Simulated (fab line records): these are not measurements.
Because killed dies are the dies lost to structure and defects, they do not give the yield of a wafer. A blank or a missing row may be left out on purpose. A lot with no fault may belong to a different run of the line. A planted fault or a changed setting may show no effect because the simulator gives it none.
Chamber matching | flow nand harc | NHARC_A_CONTACT_ETCH_91 on rie diel-07: 4 sister chambers
The step etches the open film in CH3F/O2, target depth 40 nm, time 85.7 s. 22 wafers are shown with their chamber, then 11 later ones without.

## EACH WAFER AND ITS CHAMBER
wafer  | chamber | showerhead plenum p Torr (Torr) | drypump motor current A (A) | rf vpp V (V)
L078.2 | 2       | 2.49                            | 5.84                        | 246.0
L078.5 | 3       | 2.48                            | 5.56                        | 244.3
L078.6 | 2       | 2.49                            | 5.84                        | 244.4
L083.3 | 2       | 2.48                            | 5.82                        | 245.2
L083.4 | 1       | 2.33                            | 5.88                        | 243.1
L083.6 | 2       | 2.48                            | 5.83                        | 244.5
L082.3 | 3       | 2.48                            | 5.56                        | 244.5
L082.4 | 0       | 2.35                            | 5.84                        | 242.9
L082.6 | 0       | 2.35                            | 5.85                        | 242.8
L086.2 | 3       | 2.48                            | 5.55                        | 243.9
L086.4 | 1       | 2.33                            | 5.86                        | 242.7
L086.5 | 2       | 2.48                            | 5.85                        | 245.0
L088.2 | 0       | 2.35                            | 5.82                        | 241.7
L088.5 | 0       | 2.35                            | 5.83                        | 243.3
L088.6 | 1       | 2.33                            | 5.89                        | 242.7
L090.1 | 3       | 2.48                            | 5.56                        | 246.1
L090.2 | 0       | 2.35                            | 5.82                        | 241.9
L090.4 | 1       | 2.33                            | 5.86                        | 243.9
L089.1 | 1       | 2.33                            | 5.84                        | 243.6
L089.4 | 3       | 2.48                            | 5.56                        | 245.3
L089.5 | 2       | 2.48                            | 5.84                        | 244.6
L093.1 | 0       | 2.34                            | 5.85                        | 242.4

SIGNATURES (means of the wafers above)
reading                  | chamber 0 | chamber 1 | chamber 2 | chamber 3 | scatter within a chamber
showerhead plenum p Torr | 2.3483    | 2.3300    | 2.4833    | 2.4800    | 0.00347
drypump motor current A  | 5.8350    | 5.8660    | 5.8367    | 5.5580    | 0.0131
rf vpp V                 | 242.500   | 243.200   | 244.950   | 244.820   | 0.664
Rule: for a wafer and a chamber, the distance is found by dividing, reading by reading, the gap between the wafer's reading and the chamber's mean by the reading's scatter, squaring, summing and taking the root. If the next closest chamber is less than 2 further off than the closest, the wafer can't be placed; otherwise it belongs to the closest. The scatter: take each reading less its chamber's mean, square it, sum over the shown wafers, divide by the number of wafers less the number of chambers, and take the root.

## WAFERS WITHOUT THEIR CHAMBER
wafer  | showerhead plenum p Torr (Torr) | drypump motor current A (A) | rf vpp V (V)
L093.2 | 2.32                            | 5.88                        | 241.9
L093.3 | 2.48                            | 5.84                        | 244.6
L094.1 | 2.48                            | 5.57                        | 245.9
L094.3 | 2.34                            | 5.85                        | 241.8
L094.5 | 2.34                            | 5.85                        | 241.8
L097.1 | 2.32                            | 5.88                        | 241.1
L097.2 | 2.48                            | 5.85                        | 244.6
L097.3 | 2.34                            | 5.84                        | 242.1
L095.2 | 2.32                            | 5.89                        | 243.0
L095.4 | 2.48                            | 5.55                        | 243.7
L095.5 | 2.48                            | 5.83                        | 244.3

## THE CHAMBER EACH PASSED THROUGH
wafer  | from the rows above     | in truth
L093.2 | 1                       | 1
L093.3 | 2                       | 2
L094.1 | 3                       | 3
L094.3 | can't be placed: 0 or 1 | 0
L094.5 | can't be placed: 0 or 1 | 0
L097.1 | 1                       | 1
L097.2 | 2                       | 2
L097.3 | can't be placed: 0 or 1 | 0
L095.2 | 1                       | 1
L095.4 | 3                       | 3
L095.5 | 2                       | 2
Correctly placed: 8 of 11. From these rows, 3 cannot be placed; in 3 the true chamber is one of the candidates. Number placed wrongly: 0.
